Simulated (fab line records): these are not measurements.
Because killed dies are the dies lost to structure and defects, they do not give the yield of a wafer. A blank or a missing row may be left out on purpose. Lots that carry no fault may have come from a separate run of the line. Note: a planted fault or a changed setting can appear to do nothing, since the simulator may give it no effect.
fab line records | flow n5_finfet
record lots=7 | wafers=21
route steps=1938 shown BEOL_M5@1120 BEOL_M6@1197 BEOL_M7@1266
start_h: the number of hours between the record's first day and the start of the first shown wafer of the lot | wait_h: hours since the lot's step before | " unchanged from the row above | L1.1+2: a single row standing in for several wafers | - value missing, or start not given | * or withheld: withheld | < > ~ a bound
route shown NAME@n: NAME is a module with steps in the file, n the number in the route of the first one | usual: the fault-free wafers' mean and standard deviation | same: alike in all rows | chamber/n: place in a boat | sites: per-site readings | _std_site: their standard deviation | _edge_site: mean of outer sites minus mean of inner sites | radius_mm: for every site, how far away it sits from the centre of the wafer | mask NAME#n: copy n | behind: the last tool/chamber to shape the wafer | hold: the reason the lot was held/the length of the hold in hours/how it ended | device: the transistor (n, p or np) that didn't switch | end of line: tests of these same wafers at the route's end | step lacking rows: just its recipe | killed: dies that structure and defects cost at the first sort, which is not the same as the wafer's yield | map: per-die view of a wafer (x killed, . not killed, _ where there is no die)
set.NAME: the setting the step ran with; set.NAME@STEP: the setting that earlier step ran with | model.NAME: the simulator's own value behind a step, which no gauge read
lots whose settings were changed on purpose; a table a step, a row a wafer
## steps
# step N5_BEOL_M5_COAT_05
# recipe resist=CAR-EUV | spin_rpm=1500 | resist_thk_nm=30
lot.wafer  | tool           | chamber | start_h | wait_h | set.spin_rpm | model.CAR-EUV_of_BEOL_M5_COAT_05.thk_nm
L076.3+6   | litho_track-04 | 0       | -       | -      | 1500         | 30
L076.5     | "              | 0       | "       | "      | 1623         | 28.8
L077.1+4   | litho_track-05 | 0       | -       | -      | 1500         | 30
L077.3     | "              | 0       | "       | "      | 1588         | 29.2
L080.3+4+6 | litho_track-05 | 0       | -       | -      | 1500         | 30
L079.2+4+6 | litho_track-01 | 0       | -       | -      | 1500         | 30
L083.3+4   | litho_track-05 | 0       | -       | -      | 1500         | 30.2
L083.5     | "              | 0       | "       | "      | 1500         | 30
L092.1+4+5 | litho_track-01 | 0       | -       | -      | 1500         | 30
L097.4+5   | litho_track-04 | 0       | -       | -      | 1366         | 31.6
L097.6     | "              | 0       | "       | "      | 1500         | 30.2
# step N5_BEOL_M5_EBR_07
# recipe solvent=PGMEA | ebr_width_mm=1.5
# step N5_BEOL_M5_SOFTBAKE_06
# recipe temp_c=110 | time_s=60 | resist=CAR-EUV
# step N5_BEOL_M5_EXPOSE_08
# recipe mask_id=M5 | na=0.33 | source_shape=annular | sigma_inner=0.4 | sigma_outer=0.8 | polarization=unpolarized | target_cd_nm=28 | dose_mj=35.75
# step N5_BEOL_M5_PEB_09
# recipe peb_temp_c=100 | peb_time_s=60 | resist=CAR-EUV
# step N5_BEOL_M5_DEVELOP_10
# recipe develop_time_s=30 | developer=TMAH | resist=CAR-EUV | rinse_liquid=surfactant_rinse | dry=air_spin | dev_temp_c=23
lot.wafer  | tool           | chamber | start_h | wait_h | set.spin_rpm@BEOL_M5_COAT_05 | model.CAR-EUV_of_BEOL_M5_COAT_05.thk_nm
L076.3+6   | litho_track-01 | 0       | -       | -      | 1500                         | 29.6
L076.5     | "              | 0       | "       | "      | 1623                         | 28.4
L077.1+4   | litho_track-04 | 0       | -       | -      | 1500                         | 29.6
L077.3     | "              | 0       | "       | "      | 1588                         | 28.8
L080.3+4+6 | litho_track-05 | 0       | -       | -      | 1500                         | 29.6
L079.2+4+6 | litho_track-01 | 0       | -       | -      | 1500                         | 29.6
L083.3+4+5 | litho_track-05 | 0       | -       | -      | 1500                         | 29.6
L092.1+5   | litho_track-01 | 0       | -       | -      | 1500                         | 29.6
L092.4     | "              | 0       | "       | "      | 1500                         | 29.4
L097.4+5   | litho_track-04 | 0       | -       | -      | 1366                         | 31.2
L097.6     | "              | 0       | "       | "      | 1500                         | 29.6
# step N5_BEOL_M5_DESCUM_16
# recipe chemistry=O2 | time_s=7 | source_power_w=50 | bias_power_w=20 | pressure_mtorr=20 | rf_frequency_hz=2.712e+07 | temp_c=40 | resist=CAR-EUV | o2_flow_sccm=225
lot.wafer  | tool        | chamber | start_h | wait_h | set.time_s | set.spin_rpm@BEOL_M5_COAT_05 | model.CAR-EUV_of_BEOL_M5_COAT_05.thk_nm
L076.3     | rie_diel-02 | 1       | 180.36  | 0.0    | 7          | 1500                         | 26
L076.5     | "           | 1       | "       | "      | 7          | 1623                         | 24.8
L076.6     | "           | 0       | "       | "      | 7          | 1500                         | 26.2
L077.1+4   | rie_diel-01 | 2       | 188.39  | 0.0    | 6.389      | 1500                         | 26.4
L077.3     | "           | 1       | "       | "      | 7          | 1588                         | 25.2
L080.3+4   | rie_diel-02 | 2,0     | 202.28  | 0.0    | 7.532      | 1500                         | 25.8
L080.6     | "           | 3       | "       | "      | 7          | 1500                         | 26
L079.2+4+6 | rie_diel-01 | 3,1,3   | 205.85  | 0.3    | 7          | 1500                         | 26
L083.3+4+5 | rie_diel-01 | 0,1,2   | 228.83  | 0.0    | 7          | 1500                         | 26.2
L092.1     | rie_diel-05 | 2       | 266.63  | 0.4    | 5.751      | 1500                         | 26.8
L092.4     | "           | 1       | "       | "      | 5.751      | 1500                         | 26.6
L092.5     | "           | 0       | "       | "      | 7          | 1500                         | 26
L097.4     | rie_diel-01 | 3       | 311.42  | 0.2    | 6.414      | 1366                         | 28
L097.5     | "           | 3       | "       | "      | 7          | 1366                         | 27.6
L097.6     | "           | 1       | "       | "      | 6.414      | 1500                         | 26.4
# step N5_BEOL_M6_PECVD_70
# recipe material=SiO2 | target_thk_a=200 | temp_c=400 | precursor=TEOS/O2 | pressure_torr=5.5 | rf_w=450 | teos_flow_sccm=53.8 | gas=O2 | flow_sccm=3000 | time_s=22.7
lot.wafer | tool     | chamber | start_h | wait_h | set.time_s | model.SiO2_of_BEOL_M6_PECVD_70.thk_nm
L076.3    | pecvd-04 | 2       | 189.09  | 0.0    | 20.65      | 18.4
L076.5    | "        | 2       | "       | "      | 20.65      | 18.6
L076.6    | "        | 1       | "       | "      | 22.7       | 20.4
L077.1    | pecvd-02 | 0       | 198.17  | 0.0    | 22.7       | 19.4
L077.3    | "        | 1       | "       | "      | 22.7       | 19.8
L077.4    | "        | 1       | "       | "      | 25.15      | 22
L080.3    | pecvd-02 | 2       | 215.11  | 0.0    | 22.7       | 19.4
L080.4    | "        | 0       | "       | "      | 22.7       | 19.6
L080.6    | "        | 2       | "       | "      | 25.94      | 22.6
L079.2    | pecvd-01 | 0       | 217.05  | 0.0    | 22.7       | 19.8
L079.4    | "        | 1       | "       | "      | 22.7       | 20.2
L079.6    | "        | 0       | "       | "      | 22.7       | 20
L083.3    | pecvd-01 | 1       | 240.07  | 0.0    | 22.7       | 20.2
L083.4    | "        | 1       | "       | "      | 22.7       | 20.4
L083.5    | "        | 0       | "       | "      | 22.7       | 20
L092.1    | pecvd-04 | 0       | 276.86  | 0.0    | 22.7       | 20
L092.4    | "        | 2       | "       | "      | 24.27      | 21.6
L092.5    | "        | 1       | "       | "      | 22.7       | 20.2
L097.4    | pecvd-01 | 2       | 333.40  | 0.1    | 22.7       | 20.2
L097.5    | "        | 0       | "       | "      | 22.7       | 19.4
L097.6    | "        | 1       | "       | "      | 25.16      | 22.2
# step N5_BEOL_M6_HM_DEP_02
# recipe material=TiN | target_thk_a=200 | temp_c=25 | chamber_pressure_pa=0.49996
lot.wafer  | tool           | chamber | start_h | wait_h | set.target_thk_a | model.TiN_of_BEOL_M6_HM_DEP_02.thk_nm
L076.3+5+6 | pvd_sputter-02 | -       | 190.84  | 1.7    | 200              | 20
L077.1+4   | pvd_sputter-01 | -       | 198.67  | 0.5    | 182.5            | 18.2
L077.3     | "              | -       | "       | "      | 200              | 20
L080.3     | pvd_sputter-03 | -       | 215.58  | 0.5    | 187.7            | 18.4
L080.4+6   | "              | -       | "       | "      | 200              | 19.4
L079.2+4   | pvd_sputter-02 | -       | 217.88  | 0.8    | 178.4            | 18
L079.6     | "              | -       | "       | "      | 200              | 20
L083.3     | pvd_sputter-02 | -       | 241.22  | 1.1    | 200              | 20
L083.4     | "              | -       | "       | "      | 200              | 20.4
L083.5     | "              | -       | "       | "      | 200              | 20.2
L092.1+5   | pvd_sputter-03 | -       | 277.37  | 0.5    | 200              | 20
L092.4     | "              | -       | "       | "      | 178.1            | 17.6
L097.4     | pvd_sputter-02 | -       | 334.04  | 0.6    | 219              | 22.4
L097.5     | "              | -       | "       | "      | 200              | 20.4
L097.6     | "              | -       | "       | "      | 219              | 22.2
# step N5_BEOL_M6_COAT_59
# recipe resist=SOC | temp_c=250 | time_s=60 | spin_rpm=1500 | resist_thk_nm=100
# step N5_BEOL_M6_COAT_60
# recipe resist=SiARC | temp_c=220 | time_s=60 | spin_rpm=1500 | resist_thk_nm=35
# step N5_BEOL_M6_STRIP_68
# recipe chemistry=N2/H2 | temp_c=40 | n2_flow_sccm=200 | h2_flow_sccm=200 | rf_frequency_hz=6e+07
# step N5_BEOL_M6_STRIP_67
# recipe chemistry=CF4 | resist=SiARC | power_w=300 | bias_power_w=75 | pressure_mtorr=50 | cf4_flow_sccm=150 | rf_frequency_hz=6e+07
# step N5_BEOL_M6_HM_OPEN_17
# recipe chemistry=Cl2/BCl3 | target_depth_a=200 | overetch_a=60 | target=TiN | mask_material=SOC | ion_energy_ev=150 | pressure_mtorr=10 | icp_w=1000 | bias_w=126 | Cl2_flow_sccm=53.25 | bcl3_flow_sccm=21.75 | Ar_flow_sccm=25
lot.wafer | tool         | chamber | start_h | wait_h | set.target_thk_a@BEOL_M6_HM_DEP_02 | model.etch.depth_nm
L076.3+5  | rie_metal-01 | 0       | 191.74  | 0.1    | 200                                | 20.02
L076.6    | "            | 1       | "       | "      | 200                                | 20.06
L077.1    | rie_metal-02 | 1       | 199.43  | 0.0    | 182.5                              | 18.24
L077.3    | "            | 1       | "       | "      | 200                                | 20.06
L077.4    | "            | 0       | "       | "      | 182.5                              | 18.26
L080.3    | rie_metal-03 | 0       | 216.48  | 0.1    | 187.7                              | 18.35
L080.4    | "            | 1       | "       | "      | 200                                | 19.48
L080.6    | "            | 0       | "       | "      | 200                                | 19.49
L079.2    | rie_metal-03 | 0       | 218.75  | 0.0    | 178.4                              | 17.94
L079.4    | "            | 0       | "       | "      | 178.4                              | 18.03
L079.6    | "            | 1       | "       | "      | 200                                | 20
L083.3    | rie_metal-02 | 1       | 241.98  | 0.1    | 200                                | 19.97
L083.4    | "            | 0       | "       | "      | 200                                | 20.32
L083.5    | "            | 0       | "       | "      | 200                                | 20.16
L092.1+5  | rie_metal-03 | 1       | 278.23  | 0.0    | 200                                | 20
L092.4    | "            | 0       | "       | "      | 178.1                              | 17.59
L097.4    | rie_metal-03 | 0       | 334.81  | 0.1    | 219                                | 22.35
L097.5    | "            | 0       | "       | "      | 200                                | 20.46
L097.6    | "            | 1       | "       | "      | 219                                | 22.14
# step N5_BEOL_M7_PECVD_70
# recipe material=SiO2 | target_thk_a=200 | temp_c=400 | precursor=TEOS/O2 | pressure_torr=5.5 | rf_w=450 | teos_flow_sccm=53.8 | gas=O2 | flow_sccm=3000 | time_s=22.7
lot.wafer | tool     | chamber | start_h | wait_h | set.temp_c | model.SiO2_of_BEOL_M7_PECVD_70.thk_nm
L076.3    | pecvd-03 | 0       | 196.89  | 0.0    | 405.6      | 19
L076.5    | "        | 2       | "       | "      | 405.6      | 19.4
L076.6    | "        | 0       | "       | "      | 400        | 20.2
L077.1    | pecvd-03 | 1       | 204.81  | 0.0    | 393.9      | 20.4
L077.3    | "        | 1       | "       | "      | 393.9      | 21
L077.4    | "        | 0       | "       | "      | 393.9      | 20.8
L080.3    | pecvd-02 | 0       | 222.60  | 0.0    | 400        | 19.8
L080.4    | "        | 1       | "       | "      | 400        | 20.2
L080.6    | "        | 2       | "       | "      | 412.8      | 18.6
L079.2    | pecvd-03 | 1       | 226.08  | 0.0    | 405.7      | 19
L079.4    | "        | 0       | "       | "      | 400        | 20.2
L079.6    | "        | 0       | "       | "      | 400        | 20.4
L083.3    | pecvd-03 | 0       | 250.95  | 0.0    | 400        | 19.4
L083.4    | "        | 1       | "       | "      | 400        | 19.8
L083.5    | "        | 0       | "       | "      | 400        | 19.6
L092.1    | pecvd-02 | 1       | 284.24  | 0.0    | 386.2      | 21.6
L092.4    | "        | 1       | "       | "      | 400        | 20.4
L092.5    | "        | 2       | "       | "      | 386.2      | 22
L097.4    | pecvd-02 | 2       | 340.48  | 0.1    | 395.4      | 20.8
L097.5    | "        | 2       | "       | "      | 400        | 20.6
L097.6    | "        | 0       | "       | "      | 400        | 19.8
# step N5_BEOL_M7_EXPOSE_08
# recipe mask_id=M7 | na=1.35 | source_shape=dipole | sigma_inner=0.817 | sigma_outer=0.97 | polarization=te | dose_mj=68.25
lot.wafer  | tool            | chamber | start_h | wait_h | mask | set.dose_mj
L076.3     | arfi_scanner-01 | 0       | 197.76  | -      | M7#0 | 65.97
L076.5+6   | "               | 0       | "       | "      | M7#0 | 68.25
L077.1+3+4 | arfi_scanner-01 | 0       | 205.82  | -      | M7#0 | 68.25
L080.3     | arfi_scanner-01 | 0       | 223.80  | -      | M7#0 | 72.95
L080.4+6   | "               | 0       | "       | "      | M7#0 | 68.25
L079.2+4   | arfi_scanner-01 | 0       | 228.06  | -      | M7#0 | 68.25
L079.6     | "               | 0       | "       | "      | M7#0 | 72.82
L083.3+4+5 | arfi_scanner-02 | 0       | 252.24  | -      | M7#0 | 68.25
L092.1+4   | arfi_scanner-02 | 0       | 285.55  | -      | M7#0 | 65.46
L092.5     | "               | 0       | "       | "      | M7#0 | 68.25
L097.4+5+6 | arfi_scanner-03 | 0       | 342.01  | -      | M7#0 | 72.56
# step N5_BEOL_M7_PEB_09
# recipe peb_temp_c=withheld | peb_time_s=60 | resist=CAR-ArF
# step N5_BEOL_M7_DEVELOP_10
# recipe develop_time_s=30 | developer=TMAH | resist=CAR-ArF | rinse_liquid=diw | dry=air_spin | dev_temp_c=23
# step N5_BEOL_M7_CD_MEAS_11
# recipe target_cd_nm=38.5 | landing_energy_ev=500 | detector=se_inlens | polarity=opening
# usual cd_nm=38.6/0.4
lot.wafer | tool      | chamber | start_h | wait_h | set.dose_mj@BEOL_M7_EXPOSE_08 | cd_nm
L076.3    | cd_sem-03 | 0       | 197.88  | -      | 65.97                         | 37.1
L076.5    | "         | 0       | "       | "      | 68.25                         | 38.4
L076.6    | "         | 0       | "       | "      | 68.25                         | 38.0
L077.1    | cd_sem-01 | 0       | 205.95  | -      | 68.25                         | 38.9
L077.3    | "         | 0       | "       | "      | 68.25                         | 38.8
L077.4    | "         | 0       | "       | "      | 68.25                         | 38.4
L080.3    | cd_sem-01 | 0       | 223.92  | -      | 72.95                         | 42.1
L080.4    | "         | 0       | "       | "      | 68.25                         | 38.2
L080.6    | "         | 0       | "       | "      | 68.25                         | 38.7
L079.2    | cd_sem-03 | 0       | 228.18  | -      | 68.25                         | 39.3
L079.4    | "         | 0       | "       | "      | 68.25                         | 39.3
L079.6    | "         | 0       | "       | "      | 72.82                         | 42.5
L083.3    | cd_sem-03 | 0       | 252.36  | -      | 68.25                         | 39.0
L083.4    | "         | 0       | "       | "      | 68.25                         | 38.7
L083.5    | "         | 0       | "       | "      | 68.25                         | 39.5
L092.1    | cd_sem-01 | 0       | 285.67  | -      | 65.46                         | 36.8
L092.4    | "         | 0       | "       | "      | 65.46                         | 36.3
L092.5    | "         | 0       | "       | "      | 68.25                         | 38.9
L097.4    | cd_sem-01 | 0       | 342.12  | -      | 72.56                         | 42.3
L097.5    | "         | 0       | "       | "      | 72.56                         | 41.8
L097.6    | "         | 0       | "       | "      | 72.56                         | 42.1
# step N5_BEOL_M7_DESCUM_16
# recipe chemistry=O2 | time_s=7.9 | source_power_w=50 | bias_power_w=20 | pressure_mtorr=20 | rf_frequency_hz=2.712e+07 | temp_c=40 | resist=CAR-ArF | o2_flow_sccm=225
# step N5_BEOL_M7_ETCH_61
# recipe chemistry=CF4 | target=SiARC | target_depth_a=455 | mask_material=CAR-ArF | time_s=75.8 | ion_energy_ev=80 | pressure_mtorr=40 | source_w=545 | bias_w=36 | Ar_flow_sccm=100 | cf4_flow_sccm=100 | ends=cleared
lot.wafer | tool        | chamber | start_h | wait_h | set.dose_mj@BEOL_M7_EXPOSE_08 | model.BEOL_M7.cd_offset_nm
L076.3    | rie_diel-02 | 2       | 198.00  | 0.0    | 65.97                         | -1.6
L076.5    | "           | 0       | "       | "      | 68.25                         | -0.4
L076.6    | "           | 1       | "       | "      | 68.25                         | -0.2
L077.1    | rie_diel-01 | 3       | 206.11  | 0.0    | 68.25                         | 0.2
L077.3    | "           | 2       | "       | "      | 68.25                         | 0
L077.4    | "           | 2       | "       | "      | 68.25                         | -0.4
L080.3    | rie_diel-05 | 3       | 224.21  | 0.0    | 72.95                         | 3.8
L080.4    | "           | 2       | "       | "      | 68.25                         | 0
L080.6    | "           | 3       | "       | "      | 68.25                         | 0.4
L079.2+4  | rie_diel-02 | 3,0     | 228.30  | 0.0    | 68.25                         | 0.8
L079.6    | "           | 0       | "       | "      | 72.82                         | 3.8
L083.3    | rie_diel-02 | 3       | 252.48  | 0.0    | 68.25                         | 0.2
L083.4    | "           | 1       | "       | "      | 68.25                         | 0.4
L083.5    | "           | 2       | "       | "      | 68.25                         | 0.8
L092.1    | rie_diel-05 | 0       | 285.80  | 0.0    | 65.46                         | -1.6
L092.4    | "           | 0       | "       | "      | 65.46                         | -2
L092.5    | "           | 2       | "       | "      | 68.25                         | 0.4
L097.4    | rie_diel-02 | 3       | 342.24  | 0.0    | 72.56                         | 3.6
L097.5    | "           | 2       | "       | "      | 72.56                         | 3.4
L097.6    | "           | 3       | "       | "      | 72.56                         | 3.2
# step N5_BEOL_M7_ETCH_62
# recipe chemistry=N2/H2 | target=SOC | target_depth_a=1100 | overetch_a=220 | mask_material=SiARC | temp_c=40 | time_s=165 | ion_energy_ev=200 | pressure_mtorr=30 | source_w=840 | bias_w=150 | n2_flow_sccm=200 | h2_flow_sccm=200
# step N5_BEOL_M7_STRIP_68
# recipe chemistry=N2/H2 | temp_c=40 | n2_flow_sccm=200 | h2_flow_sccm=200 | rf_frequency_hz=6e+07
# step N5_BEOL_M7_STRIP_67
# recipe chemistry=CF4 | resist=SiARC | power_w=300 | bias_power_w=75 | pressure_mtorr=50 | cf4_flow_sccm=150 | rf_frequency_hz=6e+07
# step N5_BEOL_M7_HM_OPEN_17
# recipe chemistry=Cl2/BCl3 | target_depth_a=200 | overetch_a=60 | target=TiN | mask_material=SOC | ion_energy_ev=150 | pressure_mtorr=10 | icp_w=1000 | bias_w=126 | Cl2_flow_sccm=53.25 | bcl3_flow_sccm=21.75 | Ar_flow_sccm=25
lot.wafer | tool         | chamber | start_h | wait_h | set.dose_mj@BEOL_M7_EXPOSE_08 | model.BEOL_M7.cd_offset_nm
L076.3    | rie_metal-03 | 1       | 198.27  | 0.1    | 65.97                         | -1.4
L076.5    | "            | 1       | "       | "      | 68.25                         | -0.2
L076.6    | "            | 0       | "       | "      | 68.25                         | 0
L077.1    | rie_metal-01 | 1       | 206.36  | 0.0    | 68.25                         | 0.2
L077.3    | "            | 0       | "       | "      | 68.25                         | -0.2
L077.4    | "            | 1       | "       | "      | 68.25                         | -0.6
L080.3    | rie_metal-01 | 1       | 224.48  | 0.1    | 72.95                         | 3.8
L080.4    | "            | 0       | "       | "      | 68.25                         | -0.2
L080.6    | "            | 0       | "       | "      | 68.25                         | 0.4
L079.2    | rie_metal-03 | 1       | 228.58  | 0.1    | 68.25                         | 0.8
L079.4    | "            | 1       | "       | "      | 68.25                         | 1
L079.6    | "            | 1       | "       | "      | 72.82                         | 4.2
L083.3    | rie_metal-03 | 1       | 252.75  | 0.1    | 68.25                         | 0
L083.4+5  | "            | 0       | "       | "      | 68.25                         | 0.6
L092.1    | rie_metal-01 | 1       | 286.04  | 0.0    | 65.46                         | -1.4
L092.4    | "            | 1       | "       | "      | 65.46                         | -1.8
L092.5    | "            | 0       | "       | "      | 68.25                         | 0
L097.4+5  | rie_metal-01 | 1       | 342.58  | 0.1    | 72.56                         | 3.4
L097.6    | "            | 1       | "       | "      | 72.56                         | 3
# step N5_BEOL_M7_STRIP_19
# recipe chemistry=O2 | power_w=400 | temp_c=40 | pressure_mtorr=30 | rf_frequency_hz=6e+07 | bias_power_w=0 | overash_fraction=0.2 | o2_flow_sccm=225
# step N5_BEOL_M7_CD_MEAS_18
# recipe pitch_nm=80 | target_cd_nm=40
# usual cd_nm=40.1/0.43
lot.wafer | tool      | chamber | start_h | wait_h | set.dose_mj@BEOL_M7_EXPOSE_08 | cd_nm
L076.3    | cd_sem-02 | -       | 198.42  | 0.1    | 65.97                         | 38.6
L076.5    | "         | -       | "       | "      | 68.25                         | 39.7
L076.6    | "         | -       | "       | "      | 68.25                         | 39.9
L077.1    | cd_sem-01 | -       | 206.54  | 0.0    | 68.25                         | 39.9
L077.3    | "         | -       | "       | "      | 68.25                         | 39.6
L077.4    | "         | -       | "       | "      | 68.25                         | 39.6
L080.3    | cd_sem-03 | -       | 224.64  | 0.1    | 72.95                         | 44.0
L080.4    | "         | -       | "       | "      | 68.25                         | 39.5
L080.6    | "         | -       | "       | "      | 68.25                         | 40.3
L079.2    | cd_sem-03 | -       | 228.82  | 0.1    | 68.25                         | 40.6
L079.4    | "         | -       | "       | "      | 68.25                         | 41.5
L079.6    | "         | -       | "       | "      | 72.82                         | 44.3
L083.3    | cd_sem-03 | -       | 252.91  | 0.1    | 68.25                         | 39.9
L083.4    | "         | -       | "       | "      | 68.25                         | 40.2
L083.5    | "         | -       | "       | "      | 68.25                         | 41.0
L092.1    | cd_sem-02 | -       | 286.23  | 0.0    | 65.46                         | 38.4
L092.4    | "         | -       | "       | "      | 65.46                         | 38.4
L092.5    | "         | -       | "       | "      | 68.25                         | 40.3
L097.4    | cd_sem-01 | -       | 342.81  | 0.1    | 72.56                         | 43.5
L097.5    | "         | -       | "       | "      | 72.56                         | 43.6
L097.6    | "         | -       | "       | "      | 72.56                         | 43.0
# step N5_BEOL_M7_VIA_ETCH_34
# recipe chemistry=C4F6/O2 | target=SiCOH_lowk | target_depth_a=1255 | mask_material=SOC | taper_deg=4 | time_s=50.5 | ion_energy_ev=250 | pressure_mtorr=30 | source_w=345 | bias_w=185 | Ar_flow_sccm=300 | C4F6_flow_sccm=10 | O2_flow_sccm=10
# usual rf_vpp_V=668/6.2
lot.wafer | tool        | chamber | start_h | wait_h | set.source_w | rf_vpp_V
L076.3    | rie_diel-01 | 1       | 200.34  | 0.0    | 345          | 658
L076.5    | "           | 2       | "       | "      | 393.2        | 633
L076.6    | "           | 3       | "       | "      | 345          | 667
L077.1    | rie_diel-02 | 2       | 207.67  | 0.0    | 345          | 666
L077.3    | "           | 1       | "       | "      | 328.9        | 684
L077.4    | "           | 0       | "       | "      | 328.9        | 675
L080.3    | rie_diel-02 | 0       | 225.40  | 0.0    | 345          | 658
L080.4    | "           | 1       | "       | "      | 345          | 666
L080.6    | "           | 2       | "       | "      | 345          | 665
L079.2    | rie_diel-01 | 0       | 229.45  | 0.0    | 345          | 672
L079.4    | "           | 3       | "       | "      | 287.7        | 734
L079.6    | "           | 0       | "       | "      | 345          | 673
L083.3    | rie_diel-02 | 3       | 253.69  | 0.0    | 345          | 666
L083.4    | "           | 0       | "       | "      | 345          | 658
L083.5    | "           | 2       | "       | "      | 345          | 666
L092.1    | rie_diel-01 | 0       | 287.84  | 0.0    | 372          | 645
L092.4    | "           | 2       | "       | "      | 372          | 651
L092.5    | "           | 3       | "       | "      | 345          | 668
L097.4    | rie_diel-01 | 0       | 345.06  | 0.0    | 345          | 671
L097.5    | "           | 1       | "       | "      | 308.5        | 696
L097.6    | "           | 2       | "       | "      | 308.5        | 719
## key
split step=N5_BEOL_M5_COAT_05 | setting=spin_rpm | stated=1500 | by=wafer
response step=N5_BEOL_M5_COAT_05 | reading=model.CAR-EUV_of_BEOL_M5_COAT_05.thk_nm | change=-0.149 | per=1% | r=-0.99
response step=N5_BEOL_M5_DEVELOP_10 | reading=model.CAR-EUV_of_BEOL_M5_COAT_05.thk_nm | change=-0.159 | per=1% | r=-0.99
response step=N5_BEOL_M5_DESCUM_16 | reading=model.CAR-EUV_of_BEOL_M5_COAT_05.thk_nm | change=-0.166 | per=1% | r=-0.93
split step=N5_BEOL_M5_DESCUM_16 | setting=time_s | stated=7 | by=wafer
response step=N5_BEOL_M5_DESCUM_16 | reading=model.CAR-EUV_of_BEOL_M5_COAT_05.thk_nm | slope=-0.0361 | per=1% | together_with=spin_rpm@BEOL_M5_COAT_05 | explained=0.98
split step=N5_BEOL_M6_PECVD_70 | setting=time_s | stated=22.7 | by=wafer
response step=N5_BEOL_M6_PECVD_70 | reading=model.SiO2_of_BEOL_M6_PECVD_70.thk_nm | change=+0.218 | per=1% | r=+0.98
split step=N5_BEOL_M6_HM_DEP_02 | setting=target_thk_a | stated=200 | by=wafer
response step=N5_BEOL_M6_HM_DEP_02 | reading=model.TiN_of_BEOL_M6_HM_DEP_02.thk_nm | change=+0.199 | per=1% | r=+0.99
response step=N5_BEOL_M6_HM_OPEN_17 | reading=model.etch.depth_nm | change=+0.199 | per=1% | r=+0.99
split step=N5_BEOL_M7_PECVD_70 | setting=temp_c | stated=400 | by=wafer
response step=N5_BEOL_M7_PECVD_70 | reading=model.SiO2_of_BEOL_M7_PECVD_70.thk_nm | change=-0.483 | per=1% | r=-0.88
split step=N5_BEOL_M7_EXPOSE_08 | setting=dose_mj | stated=68.25 | by=wafer
response step=N5_BEOL_M7_CD_MEAS_11 | reading=cd_nm | change=+0.495 | per=1% | r=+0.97
response step=N5_BEOL_M7_ETCH_61 | reading=model.BEOL_M7.cd_offset_nm | change=+0.485 | per=1% | r=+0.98
response step=N5_BEOL_M7_HM_OPEN_17 | reading=model.BEOL_M7.cd_offset_nm | change=+0.487 | per=1% | r=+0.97
response step=N5_BEOL_M7_CD_MEAS_18 | reading=cd_nm | change=+0.516 | per=1% | r=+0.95
split step=N5_BEOL_M7_VIA_ETCH_34 | setting=source_w | stated=345 | by=wafer
response step=N5_BEOL_M7_VIA_ETCH_34 | reading=rf_vpp_V | change=-3.07 | per=1% | r=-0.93
